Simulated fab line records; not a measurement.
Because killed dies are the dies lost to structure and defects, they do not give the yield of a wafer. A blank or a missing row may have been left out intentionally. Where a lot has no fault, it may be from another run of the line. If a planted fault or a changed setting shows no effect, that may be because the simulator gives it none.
Comparing a struck lot with a sound one / flow nand_harc / 14 out of 1159 route steps
Sound: wafers L351.4, L351.5, L351.6. Wafers L361.2, L361.4, L361.5 were the ones struck. Last of all comes the cause.
Each step with rows lists, per side, the tool, then ch with its chambers, then its first start. Under that, the readings that differ: sound wafers / struck wafers / difference of the means / sigmas: that difference in standard deviations of wafers without a fault.
alike: same words and numbers on both sides, and readings whose means sit less than 2 such deviations apart. not compared: any withheld reading, any reading some wafer has no value for, any bound like >300 that may hide the same value, and any number with overlapping values for which the record gives no deviation.
A row with sigmas, a row that says differs or no value, or rows on one side alone: a step with any of these is where the two part. Non-overlapping numbers with no deviation appear without sigmas and do not part them. A reading missing from all wafers of one side parts the sides only when that side holds two or more wafers.

first, 1 step without rows for these wafers: NHARC_A_ONON_D1_DEP_09 (target thk 1000 nm).
NHARC_A_ONON_D1_THK_MEAS_11: measures by ellipsometry.
  sound: film_metro-02 at day 8 21:50; struck: film_metro-02 at day 11 13:04
  alike: thk_nm
then, no rows for these wafers at 1 step: NHARC_A_ONON_D1_DEP_12 (target thk 1000 nm).
NHARC_A_ONON_D1_THK_MEAS_14: measures by ellipsometry.
  sound: film_metro-01 at day 8 22:25; struck: film_metro-02 at day 11 13:37
  alike: thk_nm
then, 2 steps without rows for these wafers: NHARC_A_ONON_D1_ANNEAL_15 (time 3600 s); NHARC_A_ONON_D1_DEP_16 (target thk 1000 nm).
NHARC_A_ONON_D1_THK_MEAS_18: measures by ellipsometry.
  sound: film_metro-02 at day 9 05:31; struck: film_metro-01 at day 11 20:46
  alike: thk_nm
then, no rows for these wafers at 1 step: NHARC_A_ONON_D1_DEP_19 (target thk 1000 nm).
NHARC_A_ONON_D1_THK_MEAS_21: measures by ellipsometry.
  sound: film_metro-01 at day 9 06:05; struck: film_metro-02 at day 11 21:22
  alike: thk_nm
then, no rows for these wafers at 1 step: NHARC_A_ONON_D1_DEP_22 (target thk 1000 nm).
NHARC_A_ONON_D1_THK_MEAS_24: measures by ellipsometry.
  sound: film_metro-01 at day 9 06:40; struck: film_metro-01 at day 11 21:56
  alike: thk_nm
NHARC_A_ONON_D1_DEP_25: target thk 1000 nm.
  sound on pecvd_onon-02 ch 0, day 9 06:54; struck on pecvd_onon-02 ch 0, day 11 22:03
NHARC_A_ONON_D1_THK_MEAS_27: measures by ellipsometry.
  sound: film_metro-02 at day 9 07:14; struck: film_metro-02 at day 11 22:41
reading=thk_nm (nm); sound=995 994 995; struck=1526 1526 1525; difference=+531; sigmas=+59
  not compared: hold
then, 1 step without rows for these wafers: NHARC_END_SORT_01.

## WHERE THEY PART
Only at NHARC_A_ONON_D1_THK_MEAS_27, as far as this record shows.

WHY: what had been put in by the simulator
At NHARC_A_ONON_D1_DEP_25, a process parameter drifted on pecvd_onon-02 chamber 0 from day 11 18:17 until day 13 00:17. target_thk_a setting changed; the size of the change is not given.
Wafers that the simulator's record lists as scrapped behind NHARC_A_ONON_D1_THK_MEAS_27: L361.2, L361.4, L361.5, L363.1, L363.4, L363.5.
